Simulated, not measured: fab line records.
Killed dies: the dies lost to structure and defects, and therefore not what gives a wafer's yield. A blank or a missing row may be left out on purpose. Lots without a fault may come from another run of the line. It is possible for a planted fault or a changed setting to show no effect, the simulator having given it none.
fab line records | flow n5-finfet
record: lots: 7 wafers: 39
route steps=1938 shown FIN_CUT@169 DUMMY_GATE@243 SPACER0@259 MOL_CONTACT_COAG@615
start-h: the number of hours between the record's first day and the start of the first shown wafer of the lot | wait-h: how many hours have passed since the lot's step before this one | " identical to the entry in the row above | L1.1+2: several wafers, shown together as one row | - no value, or no start was given | * or withheld: withheld | < > ~ a bound
route shown NAME@n: a module of which the file shows steps, and the number in the route of the first | usual: average and standard deviation across the fault-free wafers | same: alike in all rows | chamber/n: place in a boat | sites: each site's reading | _std_site: standard deviation across them | _edge_site: outer sites' mean less inner sites' | radius-mm: for every site, how far away it sits from the centre of the wafer | mask NAME#n: copy n | behind: the last tool/chamber to shape the wafer | hold: why the lot went on hold/how many hours it stayed there/how the hold came to an end | device: which transistor (n, p or np) failed to switch | end of line: tests of these same wafers at the route's end | a step with no rows: only its recipe | killed: at the first sort, the dies lost to defects and structure; wafer yield is something else | map: the dies of a wafer, with x for killed, . for not killed, _ for no die there
set.NAME: the setting as run; set.NAME@STEP: as run at that earlier step | model.NAME: the simulator's own value behind a step, which no gauge read
lots run with intentionally changed settings; tables by step, rows by wafer
== steps ==
step: N5_FIN_CUT_ETCH_21
recipe: chemistry: N2/H2 target: SOC target-depth-a: 2190 overetch-a: 438 mask-material: SiARC temp-c: 40 ion-energy-ev: 100 bias-w: 61 time-s: 523.5 pressure-mtorr: 30 source-w: 850 n2-flow-sccm: 200 h2-flow-sccm: 200
usual: rf-vpp-V: 241.1/1.2
columns lot.wafer tool chamber start-h wait-h set.bias-w rf-vpp-V
L075.1 rie-diel-03 3 32.53 0.0 61 241.2
L075.2 " 2 " " 61 240.2
L075.3 " 0 " " 61 242.1
L075.4 " 1 " " 61 242.0
L075.5 " 0 " " 61 241.6
L075.6 " 1 " " 61 242.1
L077.1 rie-diel-06 3 45.23 0.0 61 240.4
L077.2 " 0 " " 61 240.5
L077.3 " 2 " " 61 239.9
L077.4 " 1 " " 61 241.0
L077.5 " 3 " " 61 240.0
L077.6 " 2 " " 61 239.1
L078.1 rie-diel-04 0 50.90 0.0 61 242.5
L078.2 " 1 " " 61 243.0
L078.3 " 3 " " 61 242.1
L078.4 " 2 " " 61 242.1
L078.5 " 2 " " 61 240.4
L078.6 " 1 " " 61 241.8
L081.1 rie-diel-06 3 69.87 0.0 61 239.0
L081.2 " 0 " " 54.84 225.9
L081.3 " 1 " " 54.84 225.1
L081.4 " 2 " " 61 238.6
L081.5 " 3 " " 54.84 224.2
L081.6 " 0 " " 61 241.9
L087.1 rie-diel-06 3 107.80 0.0 61 240.0
L087.2 " 2 " " 50.85 214.7
L087.3 " 1 " " 50.85 214.4
L087.4 " 0 " " 61 240.1
L087.5 " 0 " " 50.85 214.9
L087.6 " 1 " " 61 241.8
L088.1 rie-diel-04 1 111.78 0.0 61 242.4
L088.2 " 0 " " 57.16 231.0
L088.3 " 3 " " 57.16 231.1
L088.4 " 2 " " 61 243.0
L088.5 " 2 " " 61 241.8
L088.6 " 1 " " 57.16 233.3
L089.4 rie-diel-06 2 117.41 0.0 61 239.4
L089.5 " 0 " " 61 239.5
L089.6 " 3 " " 61 239.8
step: N5_DUMMY_GATE_ETCH_31
recipe: chemistry: C4F6/O2 target: SiO2 mask-material: SOC target-depth-a: 825 time-s: 27.5 ion-energy-ev: 250 pressure-mtorr: 30 source-w: 345 bias-w: 185 Ar_flow_sccm: 300 C4F6_flow_sccm: 10 O2_flow_sccm: 10
columns lot.wafer tool chamber start-h wait-h set.target-depth-a model.etch.depth-nm
L075.1 rie-diel-03 1 52.19 0.0 825 80.04
L075.2 " 3 " " 825 80.23
L075.3 " 0 " " 825 81.83
L075.4 " 2 " " 825 85.14
L075.5 " 0 " " 825 82.15
L075.6 " 1 " " 825 80.26
L077.1 rie-diel-06 1 65.45 0.6 825 79.35
L077.2 " 0 " " 825 81.3
L077.3 " 3 " " 748.1 73.05
L077.4 " 0 " " 825 80.67
L077.5 " 3 " " 748.1 72.76
L077.6 " 1 " " 748.1 72.36
L078.1 rie-diel-03 0 70.24 0.0 825 80.51
L078.2 " 1 " " 728.2 69.74
L078.3 " 3 " " 825 78.32
L078.4 " 2 " " 728.2 73.85
L078.5 " 1 " " 728.2 69.56
L078.6 " 2 " " 825 83.96
L081.1 rie-diel-04 2 89.76 0.1 825 83.99
L081.2 " 0 " " 825 80.26
L081.3 " 1 " " 856.5 82.01
L081.4 " 3 " " 825 80.76
L081.5 " 2 " " 856.5 85.86
L081.6 " 3 " " 856.5 83.23
L087.1 rie-diel-06 3 126.72 0.0 825 80.67
L087.2 " 1 " " 900.7 87.4
L087.3 " 2 " " 900.7 92.3
L087.4 " 0 " " 900.7 89.32
L087.5 " 3 " " 825 80.51
L087.6 " 2 " " 825 83.71
L088.1 rie-diel-06 2 132.59 0.0 857.9 86.95
L088.2 " 0 " " 857.9 84.89
L088.3 " 3 " " 825 80.84
L088.4 " 1 " " 825 80.45
L088.5 " 0 " " 825 81.25
L088.6 " 3 " " 857.9 83.83
L089.4 rie-diel-04 3 137.01 0.0 825 81.18
L089.5 " 1 " " 825 80.83
L089.6 " 2 " " 825 85.19
step: N5_DUMMY_GATE_ETCH_32
recipe: chemistry: CF4 target: SiO2 target-depth-a: 35 time-s: 3.9 ion-energy-ev: 350 pressure-mtorr: 10 icp-w: 800 bias-w: 400 cf4-flow-sccm: 80
columns lot.wafer tool chamber start-h wait-h set.time-s model.etch.depth-nm
L075.1 rie-si-05 0 52.44 0.1 4.253 3.981
L075.2 " 1 " " 4.253 3.902
L075.3 " 3 " " 3.9 3.595
L075.4 " 2 " " 3.9 3.537
L075.5 " 1 " " 3.9 3.538
L075.6 " 0 " " 4.253 3.984
L077.1 rie-si-02 1 65.70 0.1 3.9 3.37
L077.2 " 3 " " 3.9 3.554
L077.3 " 0 " " 3.9 3.409
L077.4 " 2 " " 3.9 3.385
L077.5 " 0 " " 3.9 3.415
L077.6 " 3 " " 3.9 3.549
L078.1 rie-si-05 0 70.50 0.1 3.9 3.668
L078.2 " 3 " " 3.9 3.603
L078.3 " 2 " " 3.9 3.542
L078.4 " 1 " " 3.9 3.548
L078.5 " 0 " " 3.9 3.653
L078.6 " 3 " " 3.9 3.557
L081.1 rie-si-05 2 90.00 0.1 4.474 4.067
L081.2 " 3 " " 3.9 3.566
L081.3 " 0 " " 3.9 3.647
L081.4 " 1 " " 3.9 3.533
L081.5 " 3 " " 4.474 4.09
L081.6 " 2 " " 4.474 4.052
L087.1 rie-si-04 3 126.96 0.1 3.9 3.569
L087.2 " 2 " " 3.197 2.764
L087.3 " 1 " " 3.9 3.43
L087.4 " 0 " " 3.9 3.57
L087.5 " 1 " " 3.197 2.824
L087.6 " 2 " " 3.197 2.769
L088.1 rie-si-02 2 132.83 0.1 4.57 4.025
L088.2 " 1 " " 3.9 3.424
L088.3 " 0 " " 3.9 3.412
L088.4 " 3 " " 3.9 3.582
L088.5 " 2 " " 4.57 4.037
L088.6 " 3 " " 4.57 4.211
L089.4 rie-si-05 0 137.25 0.1 3.9 3.628
L089.5 " 3 " " 3.9 3.603
L089.6 " 2 " " 3.9 3.519
step: N5_SPACER0_ALD_00
recipe: material: SiOCN target-thk-a: 35 temp-c: 400 ald-precursor-family: alkyl-aminosilane ald-co-reactant: O2/N2-plasma pulse-time-s: 3 purge-time-s: 2 co-reactant-purge-time-s: 2 ald-cycles: 58 pressure-torr: 2
columns lot.wafer tool chamber start-h wait-h set.ald-cycles model.SiOCN_of_SPACER0_ALD_00.thk-nm
L075.1 ald-sin-01 0 53.22 0.1 52 3
L075.2+3+6 " 1,2,1 " " 58 3.4
L075.4+5 " 3,0 " " 52 3.2
L077.1+3+5 ald-sin-01 0,1,2 66.46 0.1 55 3.2
L077.2+4+6 " 3,2,3 " " 58 3.4
L078.1+4 ald-sin-01 2,1 72.06 0.1 58 3.4
L078.2+3+6 " 0,3,2 " " 66 4
L078.5 " 3 " " 58 3.6
L081.1+3 ald-sin-04 0,2 91.81 0.1 58 3.6
L081.2+4+5+6 " 1,3,1,0 " " 58 3.4
L087.1+2 ald-sin-04 2,3 127.78 0.1 58 3.6
L087.3+4+6 " 0,1,3 " " 53 3.2
L087.5 " 2 " " 58 3.4
L088.1 ald-sin-01 3 133.51 0.1 65 4
L088.2+3 " 1,0 " " 65 3.8
L088.4+6 " 2 " " 58 3.4
L088.5 " 3 " " 58 3.6
L089.4 ald-sin-03 3 138.89 0.1 58 3.4
L089.5+6 " 0,1 " " 58 3.6
step: N5_MOL_CONTACT_COAG_VIA_ETCH_117
recipe: chemistry: C4F6/O2 target-depth-a: 400 overetch-a: 80 mask-material: SOC target: SiO2 bias-w: 455 pressure-mtorr: 10 time-s: 26 source-w: 325 Ar_flow_sccm: 300 C4F6_flow_sccm: 10 O2_flow_sccm: 10 ion-energy-ev: 575.3 ends: end-point
usual: rf-vpp-V: 1591/27
columns lot.wafer tool chamber start-h wait-h set.bias-w rf-vpp-V
L075.1 rie-diel-01 2 105.27 0.0 521.5 1739
L075.2 " 1 " " 455 1614
L075.3 " 0 " " 521.5 1789
L075.4 " 3 " " 455 1560
L075.5 " 0 " " 521.5 1791
L075.6 " 1 " " 455 1613
L077.1 rie-diel-05 0 119.55 0.0 512.5 1777
L077.2 " 1 " " 455 1610
L077.3 " 3 " " 455 1539
L077.4 " 2 " " 512.5 1721
L077.5 " 3 " " 455 1540
L077.6 " 0 " " 512.5 1777
L078.1 rie-diel-05 1 124.20 0.0 455 1610
L078.2 " 3 " " 508.8 1671
L078.3 " 2 " " 508.8 1710
L078.4 " 0 " " 508.8 1766
L078.5 " 2 " " 455 1572
L078.6 " 1 " " 455 1610
L081.1 rie-diel-01 1 145.12 0.0 540.4 1831
L081.2 " 2 " " 540.4 1784
L081.3 " 3 " " 455 1560
L081.4 " 0 " " 540.4 1836
L081.5 " 1 " " 455 1613
L081.6 " 0 " " 455 1618
L087.1 rie-diel-02 1 178.68 0.0 455 1608
L087.2 " 3 " " 514.3 1715
L087.3 " 2 " " 455 1603
L087.4 " 0 " " 514.3 1767
L087.5 " 3 " " 455 1565
L087.6 " 0 " " 514.3 1768
L088.1 rie-diel-01 3 185.19 0.0 455 1561
L088.2 " 0 " " 455 1616
L088.3 " 2 " " 455 1570
L088.4 " 1 " " 455 1612
L088.5 " 0 " " 455 1617
L088.6 " 1 " " 455 1613
L089.4 rie-diel-02 3 194.81 0.0 455 1565
L089.5 " 2 " " 455 1603
L089.6 " 1 " " 455 1610
== key ==
split: step: N5_FIN_CUT_ETCH_21 setting: bias-w stated: 61 by: wafer
response: step: N5_FIN_CUT_ETCH_21 reading: rf-vpp-V change: +1.55 per: 1% r: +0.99
split: step: N5_DUMMY_GATE_ETCH_31 setting: target-depth-a stated: 825 by: wafer
response: step: N5_DUMMY_GATE_ETCH_31 reading: model.etch.depth-nm change: +0.846 per: 1% r: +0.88
split: step: N5_DUMMY_GATE_ETCH_32 setting: time-s stated: 3.9 by: wafer
response: step: N5_DUMMY_GATE_ETCH_32 reading: model.etch.depth-nm change: +0.0378 per: 1% r: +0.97
split: step: N5_SPACER0_ALD_00 setting: ald-cycles stated: 58 by: wafer
response: step: N5_SPACER0_ALD_00 reading: model.SiOCN_of_SPACER0_ALD_00.thk-nm change: +0.0347 per: 1% r: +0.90
split: step: N5_MOL_CONTACT_COAG_VIA_ETCH_117 setting: bias-w stated: 455 by: wafer
response: step: N5_MOL_CONTACT_COAG_VIA_ETCH_117 reading: rf-vpp-V change: +12.2 per: 1% r: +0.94
